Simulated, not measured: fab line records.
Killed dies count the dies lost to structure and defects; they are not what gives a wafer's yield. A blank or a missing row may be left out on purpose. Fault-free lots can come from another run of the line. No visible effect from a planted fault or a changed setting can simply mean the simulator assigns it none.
fab line records ; flow nandHarc
record: lots: 6; wafers: 18; lastDay: 33
route steps=1302 shown A_STAIRCASE@669 END@1302
lots with no fault: from the same line, run without faults
startH: the number of hours between the record's first day and the start of the first shown wafer of the lot ; waitH: hours since the lot's step before ; " the same as in the row above ; L1.1+2: a row that stands for several wafers ; - no value, or no start given ; * or withheld: withheld ; < > ~ a bound
route shown NAME@n: a module of which the file shows steps, and the number in the route of the first ; usual: mean/standard deviation of fault-free wafers ; same: alike in all rows ; chamber/n: place in a boat ; sites: the reading at each site ; _std_site: standard deviation across them ; _edge_site: inner sites' mean taken away from outer sites' mean ; radiusMm: for every site, how far away it sits from the centre of the wafer ; mask NAME#n: copy n ; behind: the last tool/chamber to shape the wafer ; hold: the reason the lot was held/the length of the hold in hours/how it ended ; device: transistor that didn't switch, given as n, p or np ; end of line: the same wafers' tests at the end of the route ; a step with no rows: only its recipe ; killed: count of dies lost to structure and defects at first sort (not the wafer's yield) ; map: shows each die of a wafer: x if killed, . if not, _ if none is there
set.NAME: setting as actually run; set.NAME@STEP: the setting as run at that earlier step ; model.NAME: the simulator's own value behind a step, which no gauge read
certain route steps with their lots: each step a table, each wafer a row
services: when a tool's chamber went out of use (startH, in hours from the record's first day, below 0 if earlier), for how many hours, and the reason
== steps ==
step: NHARC_A_STAIRCASE_ETCH_13
recipe: targetDepthA: 1000; timeS: 40.5; ionEnergyEv: 400; c4f8FlowSccm: 20; o2FlowSccm: 10; arFlowSccm: withheld; rfW: 600; biasW: 1000; chemistry: C4F8/O2
usual: oesProductAu: 0.942/0.015; rfVppV: 898/4.9
lot.wafer;tool;chamber;startH;waitH;oesProductAu;rfHoursCounterH;rfVppV
L890.2;rieDiel-09;0;-;-;0.942;17;905
L890.1;rieDiel-09;3;-;-;0.941;17;891
L890.5;rieDiel-09;0;-;-;0.943;-;905
L898.4;rieDiel-13;3;-;-;0.937;45;895
L898.5;rieDiel-13;1;-;-;0.945;-;898
L898.6;rieDiel-13;2;-;-;0.965;-;891
L902.2;rieDiel-02;2;-;-;0.954;29;905
L902.3;rieDiel-02;0;-;-;0.938;26;888
L902.5;rieDiel-02;2;-;-;0.949;-;906
L901.2;rieDiel-13;3;-;-;0.942;60;896
L901.3;rieDiel-13;0;-;-;0.941;57;899
L901.6;rieDiel-13;0;-;-;0.941;-;900
L909.1;rieDiel-09;0;-;-;0.913;21;903
L909.3;rieDiel-09;1;-;-;0.937;25;898
L909.6;rieDiel-09;3;-;-;0.927;-;890
L910.1;rieDiel-09;0;-;-;0.912;21;903
L910.3;rieDiel-09;1;-;-;0.932;25;897
L910.6;rieDiel-09;0;-;-;0.918;-;903
step: NHARC_A_STAIRCASE_TRIM_14
recipe: timeS: 211.2; o2FlowSccm: 500; arFlowSccm: 0; biasW: 0; chemistry: O2
step: NHARC_A_STAIRCASE_ETCH_15
recipe: targetDepthA: 1000; timeS: 40.5; ionEnergyEv: 400; c4f8FlowSccm: 20; o2FlowSccm: 10; arFlowSccm: withheld; rfW: 600; biasW: 1000; chemistry: C4F8/O2
usual: oesProductAu: 0.943/0.012; rfVppV: 897/4.8
lot.wafer;tool;chamber;startH;waitH;oesProductAu;rfHoursCounterH;rfVppV
L890.1;rieDiel-09;0;-;-;0.949;17;906
L890.2;rieDiel-09;1;-;-;0.967;18;897
L890.5;rieDiel-09;2;-;-;0.943;-;902
L898.4;rieDiel-13;1;-;-;0.957;25;898
L898.5;rieDiel-13;1;-;-;0.951;-;899
L898.6;rieDiel-13;2;-;-;0.960;-;891
L902.2;rieDiel-02;2;-;-;0.951;29;906
L902.3;rieDiel-02;3;-;-;0.927;31;896
L902.5;rieDiel-02;1;-;-;0.914;-;901
L901.2;rieDiel-13;3;-;-;0.956;60;897
L901.3;rieDiel-13;1;-;-;0.947;42;899
L901.6;rieDiel-13;3;-;-;0.964;-;897
L909.3;rieDiel-09;2;-;-;0.943;27;901
L909.1;rieDiel-09;0;-;-;0.928;21;903
L909.6;rieDiel-09;2;-;-;0.931;-;899
L910.1;rieDiel-09;2;-;-;0.933;27;899
L910.3;rieDiel-09;0;-;-;0.935;21;902
L910.6;rieDiel-09;2;-;-;0.939;-;899
step: NHARC_A_STAIRCASE_TRIM_16
recipe: timeS: 211.2; o2FlowSccm: 500; arFlowSccm: 0; biasW: 0; chemistry: O2
step: NHARC_A_STAIRCASE_ETCH_17
recipe: targetDepthA: 1000; timeS: 40.5; ionEnergyEv: 400; c4f8FlowSccm: 20; o2FlowSccm: 10; arFlowSccm: withheld; rfW: 600; biasW: 1000; chemistry: C4F8/O2
step: NHARC_A_STAIRCASE_TRIM_18
recipe: timeS: 211.2; o2FlowSccm: 500; arFlowSccm: 0; biasW: 0; chemistry: O2
step: NHARC_A_STAIRCASE_ETCH_19
recipe: targetDepthA: 1000; timeS: 40.5; ionEnergyEv: 400; c4f8FlowSccm: 20; o2FlowSccm: 10; arFlowSccm: withheld; rfW: 600; biasW: 1000; chemistry: C4F8/O2
usual: oesProductAu: 0.942/0.011; rfVppV: 897/4.8
lot.wafer;tool;chamber;startH;waitH;oesProductAu;rfHoursCounterH;rfVppV
L890.2;rieDiel-09;1;-;-;0.938;18;899
L890.1;rieDiel-09;3;-;-;0.955;17;890
L890.5;rieDiel-09;1;-;-;0.942;-;895
L898.4;rieDiel-13;0;-;-;0.947;43;900
L898.6;rieDiel-13;3;-;-;0.953;-;897
L898.5;rieDiel-13;0;-;-;0.942;-;900
L902.3;rieDiel-02;3;-;-;0.924;32;896
L902.2;rieDiel-02;2;-;-;0.954;30;905
L902.5;rieDiel-02;3;-;-;0.927;-;897
L901.2;rieDiel-13;0;-;-;0.931;57;900
L901.3;rieDiel-13;1;-;-;0.944;43;901
L901.6;rieDiel-13;3;-;-;0.957;-;894
L909.1;rieDiel-09;2;-;-;0.945;28;899
L909.3;rieDiel-09;3;-;-;0.940;24;888
L909.6;rieDiel-09;2;-;-;0.951;-;899
L910.3;rieDiel-09;1;-;-;0.937;26;897
L910.1;rieDiel-09;2;-;-;0.940;28;901
L910.6;rieDiel-09;1;-;-;0.958;-;897
step: NHARC_A_STAIRCASE_TRIM_20
recipe: timeS: 211.2; o2FlowSccm: 500; arFlowSccm: 0; biasW: 0; chemistry: O2
usual: drypumpMotorCurrentA: 5.8/0.43; oesProductAu: 1.000/0.0086; rfVppV: 57.9/0.84; showerheadPlenumPTorr: 3.56/0.13; throttleValvePct: 17.037/0.0091
lot.wafer;tool;chamber;startH;waitH;drypumpMotorCurrentA;oesProductAu;rfHoursCounterH;rfVppV;showerheadPlenumPTorr;throttleValvePct
L890.1;rieDiel-09;3;374.04;0.1;5.0;1.007;17;58.9;3.40;17.047
L890.2;rieDiel-09;1;374.04;0.1;5.5;1.005;18;56.6;3.58;17.027
L890.5;rieDiel-09;2;374.04;0.1;6.4;0.988;-;59.0;3.67;17.040
L898.4;rieDiel-13;1;465.36;0.1;5.9;0.994;25;58.7;3.61;17.032
L898.6;rieDiel-13;3;465.36;0.1;5.9;1.003;-;58.4;3.54;17.043
L898.5;rieDiel-13;0;465.36;0.1;5.9;0.988;-;58.3;3.62;17.036
L902.3;rieDiel-13;2;499.48;0.1;5.8;1.002;53;56.5;3.39;17.040
L902.2;rieDiel-13;0;499.48;0.1;5.9;0.980;54;57.6;3.62;17.032
L902.5;rieDiel-13;3;499.48;0.1;5.9;0.997;-;58.1;3.53;17.040
L901.3;rieDiel-09;2;509.60;0.1;6.4;0.990;0;57.8;3.65;17.020
L901.2;rieDiel-09;3;509.60;0.1;5.0;0.996;0;58.3;3.38;17.032
L901.6;rieDiel-09;2;509.60;0.1;6.4;0.991;-;57.6;3.65;17.028
L909.1;rieDiel-13;2;578.16;0.1;5.8;1.007;19;57.7;3.38;17.044
L909.3;rieDiel-13;0;578.16;0.1;5.9;0.996;19;58.5;3.60;17.036
L909.6;rieDiel-13;2;578.16;0.1;5.8;1.011;-;56.6;3.38;17.036
L910.3;rieDiel-09;1;578.21;0.1;5.5;1.005;26;59.7;3.54;17.031
L910.1;rieDiel-09;2;578.21;0.1;6.4;1.004;28;59.1;3.63;17.028
L910.6;rieDiel-09;0;578.21;0.1;6.2;0.987;-;59.5;3.73;17.040
step: NHARC_A_STAIRCASE_ETCH_21
recipe: targetDepthA: 1000; timeS: 40.5; ionEnergyEv: 400; c4f8FlowSccm: 20; o2FlowSccm: 10; arFlowSccm: withheld; rfW: 600; biasW: 1000; chemistry: C4F8/O2
usual: oesProductAu: 0.947/0.017; rfVppV: 897/4.7
lot.wafer;tool;chamber;startH;waitH;oesProductAu;rfHoursCounterH;rfVppV
L890.1;rieDiel-09;1;-;-;0.951;18;897
L890.2;rieDiel-09;3;-;-;0.946;17;891
L890.5;rieDiel-09;0;-;-;0.950;-;903
L898.4;rieDiel-13;2;-;-;0.940;41;892
L898.5;rieDiel-13;0;-;-;0.939;-;900
L898.6;rieDiel-13;1;-;-;0.938;-;899
L902.3;rieDiel-13;2;-;-;0.930;54;890
L902.2;rieDiel-13;0;-;-;0.923;54;898
L902.5;rieDiel-13;2;-;-;0.926;-;893
L901.2;rieDiel-09;2;-;-;0.966;1;900
L901.3;rieDiel-09;1;-;-;0.975;1;897
L901.6;rieDiel-09;3;-;-;0.983;-;891
L909.3;rieDiel-13;0;-;-;0.928;19;899
L909.1;rieDiel-13;2;-;-;0.934;19;892
L909.6;rieDiel-13;1;-;-;0.929;-;898
L910.3;rieDiel-09;1;-;-;0.950;27;897
L910.1;rieDiel-09;3;-;-;0.950;25;890
L910.6;rieDiel-09;0;-;-;0.929;-;902
step: NHARC_A_STAIRCASE_TRIM_22
recipe: timeS: 211.2; o2FlowSccm: 500; arFlowSccm: 0; biasW: 0; chemistry: O2
step: NHARC_A_STAIRCASE_ETCH_23
recipe: targetDepthA: 1000; timeS: 40.5; ionEnergyEv: 400; c4f8FlowSccm: 20; o2FlowSccm: 10; arFlowSccm: withheld; rfW: 600; biasW: 1000; chemistry: C4F8/O2
step: NHARC_A_STAIRCASE_TRIM_24
recipe: timeS: 211.2; o2FlowSccm: 500; arFlowSccm: 0; biasW: 0; chemistry: O2
usual: drypumpMotorCurrentA: 5.8/0.42; oesProductAu: 1.003/0.0091; rfVppV: 57.9/0.93; showerheadPlenumPTorr: 3.56/0.13; throttleValvePct: 17.037/0.0089
lot.wafer;tool;chamber;startH;waitH;drypumpMotorCurrentA;oesProductAu;rfHoursCounterH;rfVppV;showerheadPlenumPTorr;throttleValvePct
L890.2;rieDiel-09;2;374.55;-;6.3;1.005;20;57.4;3.67;17.043
L890.1;rieDiel-09;3;374.55;-;5.0;1.009;17;58.2;3.40;17.031
L890.5;rieDiel-09;1;374.55;-;5.5;1.009;-;59.3;3.58;17.034
L898.4;rieDiel-13;1;465.92;-;5.9;1.014;25;57.7;3.61;17.040
L898.5;rieDiel-13;3;465.92;-;6.0;1.005;-;56.4;3.54;17.046
L898.6;rieDiel-13;0;465.92;-;5.9;1.219;-;58.7;3.62;17.044
L902.3;rieDiel-13;1;500.87;-;6.0;1.211;39;56.9;3.60;17.036
L902.2;rieDiel-13;2;500.87;-;5.8;0.998;54;57.2;3.39;17.035
L902.5;rieDiel-13;2;500.87;-;5.8;0.993;-;57.5;3.39;17.033
L901.3;rieDiel-09;2;510.11;-;6.3;0.998;1;58.0;3.65;17.042
L901.2;rieDiel-09;3;510.11;-;5.0;1.004;1;58.7;3.38;17.035
L901.6;rieDiel-09;1;510.11;-;5.5;1.009;-;58.8;3.55;17.043
L909.3;rieDiel-13;0;578.65;-;5.9;1.003;20;59.3;3.60;17.041
L909.1;rieDiel-13;1;578.65;-;5.9;1.004;17;57.6;3.59;17.047
L909.6;rieDiel-13;0;578.65;-;5.9;1.002;-;57.8;3.60;17.034
L910.1;rieDiel-09;2;580.18;-;6.4;1.009;29;59.8;3.63;17.029
L910.3;rieDiel-09;0;580.18;-;6.2;0.993;24;58.8;3.73;17.039
L910.6;rieDiel-09;2;580.18;-;6.4;1.013;-;58.0;3.63;17.029
step: NHARC_A_STAIRCASE_ETCH_25
recipe: targetDepthA: 1000; timeS: 40.5; ionEnergyEv: 400; c4f8FlowSccm: 20; o2FlowSccm: 10; arFlowSccm: withheld; rfW: 600; biasW: 1000; chemistry: C4F8/O2
step: NHARC_END_SORT_01
recipe: tempC: 25
usual: killedAtArray: 58/18; killedAtOther: 1.0/1.5; killedAtPeriphery: 4/3.1; killedDies: 64/18; killedOpen: 3.4/1.9; killedShort: 2.7/1.7
same: grossDies: 677
lot.wafer;tool;chamber;startH;waitH;killedAtArray;killedAtOther;killedAtPeriphery;killedDies;killedOpen;killedShort
L898.6;prober-01;0;682.36;4.0;676;0;1;677;0;1
L902.3;prober-01;0;701.98;3.1;671;0;6;677;5;0
killed by level:class
L898.6 A_STAIRCASE:areaTrim=636 A_CHANNEL_HOLE_D1:chamberFilmFlake=32 A_WL_FILL:geometricParticle:short=1 P_BONDPAD:chamberFilmFlake=1 A_CHANNEL_HOLE_D2:chamberFilmFlake=1 A_CHANNEL_FILL_D1:chamberFilmFlake=1 A_STAIRCASE:chamberFilmFlake=1 A_SGD_CUT:chamberFilmFlake=1
L902.3 A_STAIRCASE:areaTrim=598 A_SLIT:chamberFilmFlake=30 A_CHANNEL_HOLE_D2:chamberFilmFlake=22 A_CHANNEL_HOLE_D1:chamberFilmFlake=4 A_STAIRCASE:chamberFilmFlake=4 A_WL_FILL:chamberFilmFlake=3 A_BLC:geometricParticle:open=2 P_ZERO_WELL:chamberFilmFlake=2
map L898.6 (x killed, . not)
____________x____________
_________xxxxxxx_________
_______xxxxxxxxxxx_______
______xxxxxxxxxxxxx______
_____xxxxxxxxxxxxxxx_____
____xxxxxxxxxxxxxxxxx____
____xxxxxxxxxxxxxxxxx____
___xxxxxxxxxxxxxxxxxxx___
___xxxxxxxxxxxxxxxxxxx___
__xxxxxxxxxxxxxxxxxxxxx__
__xxxxxxxxxxxxxxxxxxxxx__
_xxxxxxxxxxxxxxxxxxxxxxx_
_xxxxxxxxxxxxxxxxxxxxxxx_
_xxxxxxxxxxxxxxxxxxxxxxx_
_xxxxxxxxxxxxxxxxxxxxxxx_
_xxxxxxxxxxxxxxxxxxxxxxx_
xxxxxxxxxxxxxxxxxxxxxxxxx
xxxxxxxxxxxxxxxxxxxxxxxxx
xxxxxxxxxxxxxxxxxxxxxxxxx
xxxxxxxxxxxxxxxxxxxxxxxxx
xxxxxxxxxxxxxxxxxxxxxxxxx
_xxxxxxxxxxxxxxxxxxxxxxx_
_xxxxxxxxxxxxxxxxxxxxxxx_
_xxxxxxxxxxxxxxxxxxxxxxx_
_xxxxxxxxxxxxxxxxxxxxxxx_
_xxxxxxxxxxxxxxxxxxxxxxx_
__xxxxxxxxxxxxxxxxxxxxx__
__xxxxxxxxxxxxxxxxxxxxx__
___xxxxxxxxxxxxxxxxxxx___
___xxxxxxxxxxxxxxxxxxx___
____xxxxxxxxxxxxxxxxx____
____xxxxxxxxxxxxxxxxx____
_____xxxxxxxxxxxxxxx_____
______xxxxxxxxxxxxx______
_______xxxxxxxxxxx_______
_________xxxxxxx_________
____________x____________
map L902.3 (x killed, . not)
____________x____________
_________xxxxxxx_________
_______xxxxxxxxxxx_______
______xxxxxxxxxxxxx______
_____xxxxxxxxxxxxxxx_____
____xxxxxxxxxxxxxxxxx____
____xxxxxxxxxxxxxxxxx____
___xxxxxxxxxxxxxxxxxxx___
___xxxxxxxxxxxxxxxxxxx___
__xxxxxxxxxxxxxxxxxxxxx__
__xxxxxxxxxxxxxxxxxxxxx__
_xxxxxxxxxxxxxxxxxxxxxxx_
_xxxxxxxxxxxxxxxxxxxxxxx_
_xxxxxxxxxxxxxxxxxxxxxxx_
_xxxxxxxxxxxxxxxxxxxxxxx_
_xxxxxxxxxxxxxxxxxxxxxxx_
xxxxxxxxxxxxxxxxxxxxxxxxx
xxxxxxxxxxxxxxxxxxxxxxxxx
xxxxxxxxxxxxxxxxxxxxxxxxx
xxxxxxxxxxxxxxxxxxxxxxxxx
xxxxxxxxxxxxxxxxxxxxxxxxx
_xxxxxxxxxxxxxxxxxxxxxxx_
_xxxxxxxxxxxxxxxxxxxxxxx_
_xxxxxxxxxxxxxxxxxxxxxxx_
_xxxxxxxxxxxxxxxxxxxxxxx_
_xxxxxxxxxxxxxxxxxxxxxxx_
__xxxxxxxxxxxxxxxxxxxxx__
__xxxxxxxxxxxxxxxxxxxxx__
___xxxxxxxxxxxxxxxxxxx___
___xxxxxxxxxxxxxxxxxxx___
____xxxxxxxxxxxxxxxxx____
____xxxxxxxxxxxxxxxxx____
_____xxxxxxxxxxxxxxx_____
______xxxxxxxxxxxxx______
_______xxxxxxxxxxx_______
_________xxxxxxx_________
____________x____________
== services ==
tool;chamber;startH;hours;kind
rieDiel-13;1;351.99;40.0;repair
rieDiel-09;0;353.94;-;clean
rieDiel-09;1;353.94;-;clean
rieDiel-09;2;353.94;-;clean
rieDiel-09;3;353.94;-;clean
rieDiel-09;3;361.40;6.2;repair
rieDiel-09;0;378.44;-;clean
rieDiel-09;1;378.44;-;clean
rieDiel-09;2;378.44;-;clean
rieDiel-09;3;378.44;-;clean
rieDiel-13;0;382.44;5.4;repair
rieDiel-02;-;394.00;9.0;pm
rieDiel-09;0;402.97;-;clean
rieDiel-09;1;402.97;-;clean
rieDiel-02;3;410.58;1.3;repair
rieDiel-02;2;417.28;3.9;repair
rieDiel-09;0;419.70;5.8;repair
rieDiel-09;1;440.37;1.2;repair
rieDiel-13;-;444.72;1.3;repair
rieDiel-09;-;497.45;9.0;pm
rieDiel-13;-;519.58;9.0;pm
rieDiel-02;3;538.62;6.4;repair
rieDiel-13;-;556.80;1.1;repair
rieDiel-02;-;571.06;9.0;pm
== key ==
firstSign: step: NHARC_A_STAIRCASE_TRIM_24; reading: oesProductAu; direction: up; sigmas: 23; usual: 1.003; struck: 1.215
effect: step: NHARC_END_SORT_01; reading: killedAtArray; direction: up; sigmas: 35; usual: 58; struck: 674
moreKillsBornAt: NHARC_A_STAIRCASE_TRIM_24@rieDiel-13: 1234
metAt NHARC_A_STAIRCASE_TRIM_24
struckWafers L898.6,L902.3
laterRowsLeftOut L898.6,L902.3
testerLeftOut L898,L902
fault: kind: processParameterDrift; tool: rieDiel-13; chamber: -; onsetH: 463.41; steps: NHARC_A_STAIRCASE_TRIM_24; channel: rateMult; offset: 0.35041; shape: step; endH: 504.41; scope: struckWafersOnly
testerLeftOut: of these lots the tester's yield and bins aren't shown, on N5 and GAA mostly nor the transistor test; their killed dies are dies lost to structure and defects alone, not to doping, threshold or leakage, so they don't give the yield
laterRowsLeftOut: the simulator's readings of these wafers behind a module that went badly wrong aren't trusted and aren't shown, but for the sort
